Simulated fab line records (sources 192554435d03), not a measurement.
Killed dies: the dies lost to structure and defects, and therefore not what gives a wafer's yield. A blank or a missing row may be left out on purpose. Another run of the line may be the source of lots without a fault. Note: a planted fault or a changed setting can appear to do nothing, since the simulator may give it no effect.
fab line records	flow n5_finfet
[record] lots = 10	wafers = 30	last_day = 19
route steps=1938 shown HKMG_FIN@403 BEOL_M4@1111 PASSIVATION@1936
lots that met no fault: taken from a fault-free run of the same line
start_h: hours from the record's opening day to when the first of the lot's shown wafers began	wait_h: hours elapsed since this lot's preceding step	" unchanged from the row above	L1.1+2: one row covering several wafers at once	- value missing, or start not given	* or withheld: withheld	< > ~ a bound
route shown NAME@n: a module of which the file shows steps, and the number in the route of the first	usual: mean/standard deviation taken from wafers without a fault	same: alike in all rows	chamber/n: place in a boat	sites: each site's reading	_std_site: standard deviation across them	_edge_site: the outer-site mean with the inner-site mean subtracted	radius_mm: for every site, how far away it sits from the centre of the wafer	mask NAME#n: copy n	behind: the most recent tool/chamber to have shaped the wafer	hold: what put the lot on hold/how long, in hours/how the hold closed	device: whichever transistor did not switch (one of n, p or np)	end of line: the route-end tests of the same wafers	where a step has no rows: the recipe by itself	killed: the dies lost at the first sort to structure and to defects; this is not the yield of the wafer	map: per-die view of a wafer (x killed, . not killed, _ where there is no die)
set.NAME: the setting the step ran with; set.NAME@STEP: the setting that earlier step ran with	model.NAME: the simulator's own value behind a step, which no gauge read
steps of the route over a sample of lots; a table a step, a row a wafer
services: from which hour (start_h, from the record's first day; less than 0 if before it) a tool's chamber was out of use, for how many hours, and why
[[steps]]
[step N5_HKMG_FIN_ETCH_55]
[recipe] chemistry = N2/H2	target = SOC	target_depth_a = 2400	temp_c = 40	time_s = 300	ion_energy_ev = 200	mask_material = SiARC	pressure_mtorr = 30	source_w = 840	bias_w = 150	n2_flow_sccm = 200	h2_flow_sccm = 200
[usual] drypump_motor_current_A = 5.7/0.45	oes_product_au = 0.81/0.088	rf_vpp_V = 523.8/1.9	showerhead_plenum_p_Torr = 2.54/0.055	temp_c = 40.00/0.11	throttle_valve_pct = 17.81/0.29
lot.wafer	tool	chamber	start_h	wait_h	drypump_motor_current_A	oes_product_au	rf_hours_counter_h	rf_vpp_V	showerhead_plenum_p_Torr	temp_c	throttle_valve_pct
L820.2	rie_diel-05	1	72.37	0.0	5.8	0.72	183	522.4	2.42	39.87	18.01
L820.4	"	3	"	"	6.6	0.69	227	523.0	2.52	39.98	17.79
L820.6	"	1	"	"	5.8	0.72	-	520.0	2.42	39.81	18.04
L821.2	rie_diel-05	0	78.56	0.0	5.7	0.73	191	524.9	2.54	39.79	18.05
L821.5	"	3	"	"	6.6	0.68	-	522.9	2.52	39.91	17.80
L821.6	"	2	"	"	6.1	0.67	-	526.0	2.60	40.15	17.70
L823.2	rie_diel-01	1	90.99	0.0	6.0	0.86	43	525.4	2.56	40.23	17.35
L823.4	"	3	"	"	6.0	0.83	72	526.5	2.58	39.97	18.04
L823.5	"	0	"	"	5.8	0.70	-	526.3	2.61	39.96	17.84
L825.2	rie_diel-01	2	101.94	0.0	5.4	0.87	21	522.6	2.52	40.00	18.01
L825.3	"	1	"	"	6.0	0.86	48	525.1	2.56	39.95	17.34
L825.4	"	2	"	"	5.4	0.87	-	520.9	2.52	40.07	18.04
L827.3	rie_diel-06	1	114.79	0.0	5.3	0.72	185	522.2	2.44	40.01	18.04
L827.5	"	1	"	"	5.3	0.72	-	521.5	2.44	39.97	18.04
L827.6	"	0	"	"	5.5	0.87	-	524.6	2.60	40.04	17.61
L834.1	rie_diel-01	2	155.64	0.0	5.4	0.84	44	523.1	2.51	39.94	18.07
L834.2	"	0	"	"	5.8	0.99	13	525.6	2.60	40.01	17.34
L834.4	"	1	"	"	6.0	0.82	70	524.3	2.55	40.11	17.39
L835.3	rie_diel-01	0	163.61	0.0	5.8	0.96	15	526.1	2.60	40.10	17.34
L835.4	"	3	"	"	6.0	0.80	100	524.8	2.57	39.80	18.11
L835.6	"	1	"	"	6.0	0.81	-	524.0	2.54	40.13	17.41
L840.1	rie_diel-06	1	196.82	0.0	5.3	0.71	213	519.4	2.42	39.76	18.07
L840.4	"	2	"	"	4.6	0.81	95	526.9	2.57	39.99	18.05
L840.5	"	0	"	"	5.5	0.82	-	523.5	2.59	39.94	17.66
L842.1	rie_diel-06	3	206.96	0.0	5.6	0.69	244	523.2	2.48	40.21	17.81
L842.5	"	1	"	"	5.3	0.70	-	520.4	2.42	39.98	18.11
L842.6	"	2	"	"	4.6	0.80	-	525.6	2.57	40.03	18.07
L843.4	rie_diel-06	3	209.45	0.0	5.6	0.68	245	521.1	2.48	40.02	17.82
L843.5	"	3	"	"	5.6	0.67	-	521.5	2.48	39.89	17.82
L843.6	"	2	"	"	4.6	0.81	-	525.3	2.57	40.03	18.06
[step N5_HKMG_FIN_CVD_62]
[recipe] material = a-Si	target_thk_a = 30	temp_c = 500	precursor = Si2H6	pressure_torr = 1	time_s = 20.8
[usual] heater_power_w = 1448/220
lot.wafer	tool	chamber	start_h	wait_h	heater_power_w
L820.2	thermal_cvd_si-02	1	74.01	0.2	1399
L820.4	"	1	"	"	1389
L820.6	"	2	"	"	1400
L821.2	thermal_cvd_si-01	1	80.35	0.2	1186
L821.5	"	1	"	"	1190
L821.6	"	0	"	"	1592
L823.2	thermal_cvd_si-01	0	92.65	0.2	1573
L823.4	"	1	"	"	1217
L823.5	"	2	"	"	1826
L825.2	thermal_cvd_si-01	1	103.58	0.2	1205
L825.3	"	2	"	"	1893
L825.4	"	2	"	"	1795
L827.3	thermal_cvd_si-01	0	116.43	0.2	1577
L827.5	"	1	"	"	1211
L827.6	"	0	"	"	1609
L834.1	thermal_cvd_si-02	2	157.28	0.2	1404
L834.2	"	0	"	"	1217
L834.4	"	1	"	"	1389
L835.3	thermal_cvd_si-01	0	165.25	0.2	1600
L835.4	"	0	"	"	1612
L835.6	"	1	"	"	1200
L840.1	thermal_cvd_si-02	0	198.53	0.2	1203
L840.4	"	0	"	"	1141
L840.5	"	2	"	"	1428
L842.1	thermal_cvd_si-02	1	208.61	0.2	1435
L842.5	"	0	"	"	1195
L842.6	"	2	"	"	1421
L843.4	thermal_cvd_si-01	0	211.18	0.2	1624
L843.5	"	1	"	"	1208
L843.6	"	2	"	"	1863
[step N5_HKMG_FIN_COAT_06]
[recipe] resist = CAR-ArF	spin_rpm = 1500	resist_thk_nm = 90
[usual] spin_speed_rpm = 1500.1/1
lot.wafer	tool	chamber	start_h	wait_h	spin_speed_rpm
L820.2	litho_track-01	0	75.26	-	1500.8
L820.4	"	0	"	"	1501.2
L820.6	"	0	"	"	1501.2
L821.2	litho_track-03	0	81.56	-	1500.9
L821.5	"	0	"	"	1502.4
L821.6	"	0	"	"	1501.6
L823.2	litho_track-03	0	93.87	-	1501.9
L823.4	"	0	"	"	1500.7
L823.5	"	0	"	"	1500.6
L825.2	litho_track-01	0	104.85	-	1501.4
L825.3	"	0	"	"	1501.4
L825.4	"	0	"	"	1500.0
L827.3	litho_track-01	0	117.62	-	1500.1
L827.5	"	0	"	"	1502.1
L827.6	"	0	"	"	1501.3
L834.1	litho_track-01	0	158.47	-	1385.4
L834.2	"	0	"	"	1383.8
L834.4	"	0	"	"	1383.4
L835.3	litho_track-01	0	166.79	-	1384.3
L835.4	"	0	"	"	1382.7
L835.6	"	0	"	"	1384.8
L840.1	litho_track-04	0	199.82	-	1499.8
L840.4	"	0	"	"	1500.1
L840.5	"	0	"	"	1500.7
L842.1	litho_track-04	0	209.84	-	1500.2
L842.5	"	0	"	"	1499.2
L842.6	"	0	"	"	1500.1
L843.4	litho_track-03	0	212.33	-	1500.4
L843.5	"	0	"	"	1498.4
L843.6	"	0	"	"	1498.1
[step N5_HKMG_FIN_ETCH_32]
[recipe] chemistry = N2/H2	target = SOC	target_depth_a = 2400	temp_c = 40	time_s = 300	ion_energy_ev = 200	mask_material = SiARC	pressure_mtorr = 30	source_w = 840	bias_w = 150	n2_flow_sccm = 200	h2_flow_sccm = 200
[usual] drypump_motor_current_A = 5.8/0.46	oes_product_au = 0.79/0.098	rf_vpp_V = 523.6/1.8	showerhead_plenum_p_Torr = 2.53/0.059	temp_c = 40.00/0.11	throttle_valve_pct = 17.82/0.29
lot.wafer	tool	chamber	start_h	wait_h	drypump_motor_current_A	oes_product_au	rf_hours_counter_h	rf_vpp_V	showerhead_plenum_p_Torr	temp_c	throttle_valve_pct
L820.2	rie_diel-06	3	75.67	0.0	5.6	0.71	196	524.8	2.50	40.04	17.71
L820.4	"	0	"	"	5.5	0.88	27	526.6	2.61	39.85	17.60
L820.6	"	2	"	"	4.6	0.85	-	524.3	2.59	40.04	17.98
L821.2	rie_diel-01	0	82.10	0.0	5.8	0.70	242	525.0	2.61	39.93	17.84
L821.5	"	3	"	"	6.1	0.83	-	522.9	2.59	40.03	18.06
L821.6	"	0	"	"	5.8	0.70	-	525.8	2.61	39.97	17.84
L823.2	rie_diel-05	3	94.41	0.0	6.6	0.67	237	522.9	2.51	40.28	17.80
L823.4	"	1	"	"	5.8	0.72	185	520.6	2.42	40.01	18.03
L823.5	"	3	"	"	6.6	0.68	-	522.9	2.51	40.14	17.81
L825.2	rie_diel-05	2	105.39	0.0	6.1	0.67	236	524.6	2.59	40.02	17.71
L825.3	"	0	"	"	5.7	0.72	201	522.5	2.54	39.99	18.05
L825.4	"	1	"	"	5.8	0.70	189	520.0	2.42	40.00	18.03
L827.3	rie_diel-05	1	118.03	0.0	5.8	0.71	192	520.5	2.41	39.93	18.03
L827.5	"	2	"	"	6.1	0.67	-	524.9	2.59	40.00	17.72
L827.6	"	3	"	"	6.7	0.68	-	522.7	2.51	39.89	17.80
L834.1	rie_diel-01	2	159.02	0.0	5.4	0.83	45	523.2	2.51	39.91	18.06
L834.2	"	1	"	"	6.0	0.82	72	524.6	2.54	40.12	17.39
L834.4	"	0	"	"	5.8	0.97	14	525.4	2.60	39.87	17.35
L835.3	rie_diel-05	0	167.33	0.0	5.6	0.71	223	521.9	2.53	39.94	18.11
L835.4	"	2	"	"	6.1	1.01	1	524.5	2.59	40.03	17.39
L835.6	"	0	"	"	5.7	0.71	-	524.5	2.53	39.77	18.10
L840.1	rie_diel-01	2	201.17	0.0	5.5	0.82	58	521.5	2.51	40.26	18.09
L840.4	"	3	"	"	6.1	0.79	114	523.5	2.57	39.90	18.12
L840.5	"	2	"	"	5.4	0.83	-	522.2	2.51	39.96	18.09
L842.1	rie_diel-01	0	210.26	0.0	5.8	0.93	31	525.9	2.59	40.06	17.38
L842.5	"	3	"	"	6.1	0.78	-	523.6	2.56	40.05	18.15
L842.6	"	2	"	"	5.4	0.81	-	521.7	2.50	39.87	18.10
L843.4	rie_diel-06	2	213.19	0.0	4.6	0.81	101	525.8	2.57	39.93	18.05
L843.5	"	2	"	"	4.6	0.81	-	524.2	2.57	39.85	18.07
L843.6	"	3	"	"	5.6	0.68	-	523.0	2.48	39.90	17.80
[step N5_BEOL_M4_RC_MEAS_101]
[usual] DIBL_N = 36.3/1.7	DIBL_P = 36.5/2.1	IOFF_N = 0.16/0.03	IOFF_P = 0.22/0.035	ION_N = 675/11	ION_P = 465/7.1	SS_N = 71.5/0.62	SS_P = 73.3/0.64	VT_N = 250/3.1	VT_P = -249.1/3
lot.wafer	tool	chamber	start_h	wait_h	DIBL_N[mV/V]	DIBL_P[mV/V]	IOFF_N[nA/um]	IOFF_P[nA/um]	ION_N[uA/um]	ION_P[uA/um]	SS_N[mV/dec]	SS_P[mV/dec]	VT_N[mV]	VT_P[mV]
L821.2	prober-01	0	165.05	0.2	35.2	35.6	0.15	0.23	683	472	71.4	72.4	249	-244.8
L821.5	"	0	"	"	37.2	38.1	0.18	0.28	671	469	71.3	73.8	246	-244.1
L821.6	"	0	"	"	34.7	35.4	0.14	0.23	673	473	70.8	72.9	252	-244.3
L820.2	prober-01	0	170.56	0.8	37.8	38.9	0.19	0.26	682	470	72.1	73.8	246	-245.8
L820.4	"	0	"	"	37.7	38.4	0.19	0.27	686	473	72.0	73.4	248	-246.1
L820.6	"	0	"	"	35.5	36.7	0.15	0.23	675	469	71.0	72.5	252	-248.8
L823.2	prober-02	0	188.85	0.2	37.0	37.1	0.16	0.24	688	479	71.4	73.4	249	-247.9
L823.4	"	0	"	"	36.8	36.1	0.14	0.21	666	465	71.5	73.0	253	-248.5
L823.5	"	0	"	"	38.2	38.9	0.19	0.27	689	476	71.7	73.9	247	-246.0
L825.2	prober-01	0	195.39	0.2	36.4	36.4	0.16	0.19	669	456	71.9	73.9	251	-253.5
L825.3	"	0	"	"	33.1	32.5	0.11	0.16	671	460	71.3	72.4	254	-256.4
L825.4	"	0	"	"	37.8	39.1	0.21	0.25	688	472	72.2	74.0	243	-246.4
L827.3	prober-02	0	202.05	0.3	35.2	31.7	0.13	0.17	671	459	71.0	72.1	253	-252.1
L827.5	"	0	"	"	37.0	34.8	0.16	0.20	685	467	71.5	72.7	249	-252.0
L827.6	"	0	"	"	37.0	34.8	0.15	0.20	662	460	71.9	72.6	251	-250.5
L834.1	prober-01	0	297.93	0.0	33.6	33.2	0.13	0.18	654	452	71.5	73.0	251	-250.5
L834.2	"	0	"	"	38.5	38.7	0.22	0.27	687	469	72.2	73.7	245	-247.3
L834.4	"	0	"	"	33.4	33.4	0.12	0.18	657	458	71.7	73.0	253	-251.6
L835.3	prober-02	0	307.56	0.3	39.1	37.8	0.19	0.24	671	470	72.9	73.6	247	-247.0
L835.4	"	0	"	"	36.4	35.2	0.15	0.20	664	460	71.8	73.2	252	-249.7
L835.6	"	0	"	"	37.4	36.1	0.16	0.23	668	465	71.3	73.7	250	-246.5
L840.1	prober-01	0	308.98	0.0	38.4	36.9	0.19	0.25	681	468	72.3	73.4	246	-245.4
L840.4	"	0	"	"	36.6	34.3	0.15	0.21	674	468	71.7	73.4	248	-246.7
L840.5	"	0	"	"	37.4	36.5	0.18	0.24	694	474	71.3	73.3	246	-247.4
L842.1	prober-02	0	312.24	0.0	36.3	37.6	0.16	0.22	682	468	71.6	73.7	251	-250.8
L842.5	"	0	"	"	38.9	40.8	0.22	0.28	684	473	72.1	74.7	246	-246.8
L842.6	"	0	"	"	38.1	39.7	0.20	0.26	709	484	71.6	74.1	245	-246.6
L843.4	prober-02	0	332.50	0.5	36.4	38.1	0.16	0.23	671	467	71.5	73.8	252	-246.8
L843.5	"	0	"	"	34.0	35.8	0.13	0.20	686	475	70.5	73.1	253	-248.7
L843.6	"	0	"	"	36.9	38.7	0.19	0.24	691	480	71.2	73.9	245	-246.6
[step N5_PASSIVATION_PROBE_49]
[usual] defect_limited_yield = 91.2/1.4	killed_at_M0_to_M3 = 36/10	killed_at_M4_up = 13/5.1	killed_at_contacts = 12/5.4	killed_at_front_end = 39/11	killed_at_other = 3.5/2.4	killed_dies = 104/17	killed_open = 67/13	killed_short = 36/8.3	sort_bin_5_function = 5.2/0.98	sort_bin_6_memory = 3.3/0.68	sort_n_pass = 1076/17	sort_yield_pct = 91.2/1.4
[same] gross_dies = 1180	killed_at_back_side = 0	sort_bin_4_leakage[%] = 0	sort_bin_8_speed[%] = 0
lot.wafer	tool	chamber	start_h	wait_h	defect_limited_yield[%]	killed_at_M0_to_M3	killed_at_M4_up	killed_at_contacts	killed_at_front_end	killed_at_other	killed_dies	killed_open	killed_short	sort_bin_5_function[%]	sort_bin_6_memory[%]	sort_n_pass	sort_yield_pct[%]
L835.3	prober-02	-	428.50	0.1	91.2	41	16	25	22	0	104	66	36	5.1	3.1	1076	91.2
L835.4	prober-02	-	428.55	0.2	93.9	30	13	8	17	4	72	52	19	3.9	2.2	1108	93.9
L835.6	prober-02	-	428.65	0.3	91.8	36	21	18	20	2	97	57	40	4.3	3.6	1083	91.8
// killed by level:class
L835.3 MOL_CONTACT_COAG:geometric_particle:open=19 BEOL_M0_SAQP:geometric_particle:open=16 BEOL_M0_SAQP:geometric_particle:short=12 MOL_CONTACT_COAG:geometric_particle:short=5 BEOL_M4:geometric_particle:open=5 STARTING-WAFER:geometric_particle:short=4 FIN_SAQP:geometric_particle:short=3 DUMMY_GATE:geometric_particle:open=3
L835.4 BEOL_M0_SAQP:geometric_particle:open=11 BEOL_M0_SAQP:geometric_particle:short=9 MOL_CONTACT_COAG:geometric_particle:open=5 BEOL_M3:geometric_particle:open=5 STI_FIN_REVEAL:geometric_particle:open=4 BEOL_M4:geometric_particle:open=4 FIN_SAQP:geometric_particle:open=3 MOL_CONTACT_COAG:geometric_particle:short=3
L835.6 MOL_CONTACT_COAG:geometric_particle:open=15 BEOL_M0_SAQP:geometric_particle:short=12 BEOL_M0_SAQP:geometric_particle:open=7 FIN_SAQP:geometric_particle:open=6 BEOL_M4:geometric_particle:open=6 BEOL_M1:geometric_particle:open=4 BEOL_M1:geometric_particle:short=4 BEOL_M5:geometric_particle:short=4
[[services]]
tool	chamber	start_h	hours	kind
rie_diel-05	0	65.41	2.3	repair
rie_diel-05	2	83.44	2.5	repair
litho_track-03	-	91.35	-	consumable_replace:filter
rie_diel-01	0	100.97	-	clean
rie_diel-01	0	100.97	-	consumable_replace:focus_ring
rie_diel-01	0	100.97	22.1	scheduled_down
rie_diel-01	0	100.97	22.1	vent_cycle
rie_diel-05	-	106.30	2.8	pm
rie_diel-06	1	121.89	3.9	repair
rie_diel-05	3	134.17	-	clean
rie_diel-05	3	134.17	-	consumable_replace:focus_ring
rie_diel-05	3	134.17	13.7	scheduled_down
rie_diel-05	3	134.17	13.7	vent_cycle
rie_diel-05	2	147.93	-	clean
rie_diel-05	2	147.93	-	consumable_replace:focus_ring
rie_diel-05	2	147.93	15.4	scheduled_down
rie_diel-05	2	147.93	15.4	vent_cycle
rie_diel-06	1	168.38	3.6	repair
[[key]]
[first_sign] step = N5_HKMG_FIN_COAT_06	reading = spin_speed_rpm	direction = down	sigmas = 99+	usual = *	struck = *
effect none on later readings
met_at N5_HKMG_FIN_COAT_06
struck_lots L834,L835
not_acting_at N5_HKMG_FIN_ETCH_55,N5_HKMG_FIN_CVD_62,N5_HKMG_FIN_ETCH_32
onset_between 117.62 158.47
[fault] kind = process_parameter_drift	tool = litho_track-01	chamber = -	onset_h = 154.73	steps = N5_HKMG_FIN_COAT_06	channel = spin_rpm	offset = *	shape = step	end_h = 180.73	acts_in = *	stated = *
